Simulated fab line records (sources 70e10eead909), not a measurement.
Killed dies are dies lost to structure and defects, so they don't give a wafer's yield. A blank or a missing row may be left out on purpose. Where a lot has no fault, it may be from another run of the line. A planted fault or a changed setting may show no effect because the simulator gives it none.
fab line records -- flow nand_harc
record lots=7, wafers=21, last_day=33
route steps=1302 shown P_STI@107 P_GATE@110 END@1302
lots that met no fault: from a run of the same line without faults
start_h: hours from the record's first day to the start of the lot's first wafer shown -- wait_h: hours from the lot's prior step to this one -- " identical to the entry in the row above -- L1.1+2: a single row standing in for several wafers -- - value missing, or start not given -- * or withheld: withheld -- < > ~ a bound
route shown NAME@n: names a module that has steps shown in the file, with the first one's number in the route -- usual: mean/standard deviation taken from wafers without a fault -- same: alike in all rows -- chamber/n: place in a boat -- sites: readings site by site -- _std_site: their standard deviation -- _edge_site: inner sites' mean taken away from outer sites' mean -- radius_mm: how far each site lies from the wafer's centre -- mask NAME#n: copy n -- behind: tool/chamber where the wafer was last shaped -- hold: the reason the lot was held/the length of the hold in hours/how it ended -- device: transistor that didn't switch, given as n, p or np -- end of line: the route-end tests of the same wafers -- a step given without rows: its recipe and nothing more -- killed: dies that structure and defects cost at the first sort, which is not the same as the wafer's yield -- map: a wafer's dies, marking killed ones x, the rest . and places with no die _
set.NAME: the setting as run; set.NAME@STEP: as run at that earlier step -- model.NAME: the simulator's own value behind a step, which no gauge read
lots at some steps of the route; a table a step, a row a wafer
services: a tool's chamber out of use, with start hour (start_h, from the record's first day; less than 0 if before it), hours out, and reason
## steps
# step NHARC_P_STI_SRD_39
# step NHARC_P_STI_OXIDE_40
# recipe target_thk_a=100, temp_c=900, ox_time_s=1362, material=SiO2
# step NHARC_P_STI_INSPECT_25
# usual raw_defect_count=215/70
lot.wafer,tool,chamber,start_h,wait_h,raw_defect_count
L915.3,defect_inspect-02,-,119.39,0.4,109
L915.4,defect_inspect-02,-,119.39,0.4,136
L915.6,defect_inspect-02,-,119.39,0.4,124
L919.3,defect_inspect-01,-,165.50,0.4,180
L919.4,defect_inspect-01,-,165.50,0.4,277
L919.6,defect_inspect-01,-,165.50,0.4,262
L922.1,defect_inspect-02,-,198.63,0.4,271
L922.2,defect_inspect-02,-,198.63,0.4,158
L922.4,defect_inspect-02,-,198.63,0.4,152
L924.1,defect_inspect-01,-,217.80,0.4,267
L924.3,defect_inspect-01,-,217.80,0.4,224
L924.6,defect_inspect-01,-,217.80,0.4,274
L925.2,defect_inspect-02,-,217.80,0.4,175
L925.3,defect_inspect-02,-,217.80,0.4,259
L925.5,defect_inspect-02,-,217.80,0.4,224
L926.1,defect_inspect-02,-,230.49,0.4,197
L926.2,defect_inspect-02,-,230.49,0.4,110
L926.4,defect_inspect-02,-,230.49,0.4,146
L933.1,defect_inspect-02,-,299.75,0.4,268
L933.2,defect_inspect-02,-,299.75,0.4,282
L933.3,defect_inspect-02,-,299.75,0.4,137
# step NHARC_P_GATE_ETCH_69
# recipe target_depth_a=140, chemistry=dHF, material=SiO2
# step NHARC_P_GATE_PRECLEAN_70
# recipe time_s=*, temp_c=50, bath_age_min=0, chemistry=SC1
# step NHARC_P_GATE_SRD_01
# step NHARC_P_GATE_OXIDE_02
# recipe target_thk_a=375, temp_c=950, p_h2o_torr=720, ox_time_s=365, material=SiO2
# step NHARC_P_GATE_DEHYDRATE_03
# recipe temp_c=150, time_s=120
# step NHARC_P_GATE_HMDS_04
# recipe time_s=30
# step NHARC_P_GATE_COAT_05
# recipe spin_rpm=4690
# step NHARC_P_GATE_SOFTBAKE_06
# recipe temp_c=122, time_s=95
# step NHARC_P_GATE_EBR_07
# step NHARC_P_GATE_EXPOSE_08
# recipe na=0.6, dose_mj=16.75, mask_id=P_HV
# usual exposure_dose_mJ_cm2=16.749/0.017, focus_offset_nm=0.0/0.55
lot.wafer,tool,chamber,start_h,wait_h,mask,exposure_dose_mJ_cm2,focus_offset_nm
L915.3,krf_scanner-02,0,128.04,-,P_HV#0,16.757,-0.2
L915.4,krf_scanner-02,0,128.04,-,P_HV#0,16.769,-0.1
L915.6,krf_scanner-02,0,128.04,-,P_HV#0,16.753,-0.9
L919.3,krf_scanner-01,0,174.91,-,P_HV#0,16.709,0.2
L919.4,krf_scanner-01,0,174.91,-,P_HV#0,16.750,0.7
L919.6,krf_scanner-01,0,174.91,-,P_HV#0,16.745,0.0
L922.1,krf_scanner-02,0,206.94,-,P_HV#0,16.752,0.5
L922.2,krf_scanner-02,0,206.94,-,P_HV#0,16.759,-0.1
L922.4,krf_scanner-02,0,206.94,-,P_HV#0,16.777,-0.9
L925.2,krf_scanner-02,0,226.12,-,P_HV#0,21.816,0.0
L925.3,krf_scanner-02,0,226.12,-,P_HV#0,21.833,0.3
L925.5,krf_scanner-02,0,226.12,-,P_HV#0,21.849,0.7
L924.1,krf_scanner-02,0,226.15,-,P_HV#0,21.838,0.0
L924.3,krf_scanner-02,0,226.15,-,P_HV#0,21.839,-1.3
L924.6,krf_scanner-02,0,226.15,-,P_HV#0,21.815,0.1
L926.1,krf_scanner-02,0,239.02,-,P_HV#0,21.798,-0.4
L926.2,krf_scanner-02,0,239.02,-,P_HV#0,21.809,0.6
L926.4,krf_scanner-02,0,239.02,-,P_HV#0,21.829,-0.1
L933.1,krf_scanner-01,0,310.18,-,P_HV#0,16.738,-0.1
L933.2,krf_scanner-01,0,310.18,-,P_HV#0,16.738,-1.3
L933.3,krf_scanner-01,0,310.18,-,P_HV#0,16.707,-0.3
# step NHARC_P_GATE_PEB_09
# recipe peb_temp_c=118, peb_time_s=85
# step NHARC_P_GATE_DEVELOP_10
# recipe time_s=70
# step NHARC_P_GATE_CD_MEAS_11
# recipe target_cd_nm=1640, landing_energy_ev=500
# usual cd_nm=1639.8/1.5
lot.wafer,tool,chamber,start_h,wait_h,cd_nm
L915.3,cd_sem-03,0,128.19,-,1637.4
L915.4,cd_sem-03,0,128.19,-,1642.4
L915.6,cd_sem-03,0,128.19,-,1640.5
L919.3,cd_sem-01,0,175.06,-,1640.3
L919.4,cd_sem-01,0,175.06,-,1640.2
L919.6,cd_sem-01,0,175.06,-,1641.4
L922.1,cd_sem-01,0,207.10,-,1641.4
L922.2,cd_sem-01,0,207.10,-,1641.0
L922.4,cd_sem-01,0,207.10,-,1640.7
L925.2,cd_sem-03,0,226.28,-,1643.0
L925.3,cd_sem-03,0,226.28,-,1643.3
L925.5,cd_sem-03,0,226.28,-,1646.7
L924.1,cd_sem-02,0,226.31,-,1640.7
L924.3,cd_sem-02,0,226.31,-,1642.8
L924.6,cd_sem-02,0,226.31,-,1643.4
L926.1,cd_sem-03,0,239.18,-,1645.0
L926.2,cd_sem-03,0,239.18,-,1643.6
L926.4,cd_sem-03,0,239.18,-,1643.6
L933.1,cd_sem-03,0,310.33,-,1639.1
L933.2,cd_sem-03,0,310.33,-,1638.9
L933.3,cd_sem-03,0,310.33,-,1639.1
# step NHARC_P_GATE_HARDBAKE_12
# recipe temp_c=125, time_s=80
# step NHARC_END_SORT_01
# recipe temp_c=25
# usual killed_at_array=50/20, killed_at_other=1.2/1.5, killed_at_periphery=3.6/2.6, killed_dies=55/20, killed_open=3.4/2, killed_short=2.7/1.6
# same gross_dies=677
lot.wafer,tool,chamber,start_h,wait_h,killed_at_array,killed_at_other,killed_at_periphery,killed_dies,killed_open,killed_short
L922.1,prober-01,0,672.27,2.5,23,2,2,27,2,4
L922.2,prober-01,0,673.06,2.8,41,0,2,43,5,1
L922.4,prober-01,0,674.65,3.4,38,1,1,40,7,0
# killed by level:class
L922.1 A_CHANNEL_HOLE_D2:chamber_film_flake=6 A_CONTACT:chamber_film_flake=6 A_ONON_D1:geometric_particle:short=3 A_CHANNEL_HOLE_D1:chamber_film_flake=2 A_DECK1_JOINT:chamber_film_flake=2 THIN_TSV:chamber_film_flake=2 P_CONTACT:geometric_particle:open=1 A_ONON_D1:geometric_particle:open=1
L922.2 A_CHANNEL_HOLE_D2:chamber_film_flake=19 A_CHANNEL_HOLE_D1:chamber_film_flake=9 A_SLIT:chamber_film_flake=4 A_CONTACT:chamber_film_flake=3 A_ONON_D1:geometric_particle:open=2 P_CONTACT:geometric_particle:open=1 A_SOURCE_PLATE:geometric_particle:open=1 A_ONON_D2:geometric_particle:short=1
L922.4 A_CHANNEL_HOLE_D2:chamber_film_flake=20 A_CONTACT:chamber_film_flake=6 A_ONON_D1:geometric_particle:open=3 A_SLIT:chamber_film_flake=3 A_CHANNEL_HOLE_D1:chamber_film_flake=2 P_M0:geometric_particle:open=1 A_WL_FILL:geometric_particle:open=1 A_BLC:geometric_particle:open=1
## services
tool,chamber,start_h,hours,kind
krf_scanner-02,0,125.71,-,calibration
krf_scanner-01,0,138.07,-,calibration
krf_scanner-01,-,140.00,4.0,pm
krf_scanner-02,-,141.23,4.0,pm
krf_scanner-01,-,216.12,0.5,repair
krf_scanner-01,-,239.80,3.7,repair
krf_scanner-02,-,257.71,25.7,repair
krf_scanner-02,-,291.60,0.1,repair
krf_scanner-02,0,296.37,-,calibration
krf_scanner-01,0,300.12,-,calibration
## key
first_sign step=NHARC_P_GATE_EXPOSE_08, reading=exposure_dose_mJ_cm2, direction=up, sigmas=99+, usual=16.749, struck=21.825
effect step=NHARC_P_GATE_CD_MEAS_11, reading=cd_nm, direction=up, sigmas=2.6, usual=1639.8, struck=1643.6
met_at NHARC_P_GATE_EXPOSE_08
struck_wafers L924.1,L924.3,L924.6,L925.2,L925.3,L925.5,L926.1,L926.2,L926.4
tester_left_out L924,L925,L926
onset_between 206.94 226.12
fault kind=process_parameter_drift, tool=krf_scanner-02, chamber=-, onset_h=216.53, steps=NHARC_P_GATE_EXPOSE_08, channel=dose_mj, offset=5.0831, shape=step, acts_in=these_recipes_only, stated=16.75
# tester_left_out: of these lots the tester's yield and bins aren't shown, on N5 and GAA mostly nor the transistor test; their killed dies are dies lost to structure and defects alone, not to doping, threshold or leakage, so they don't give the yield
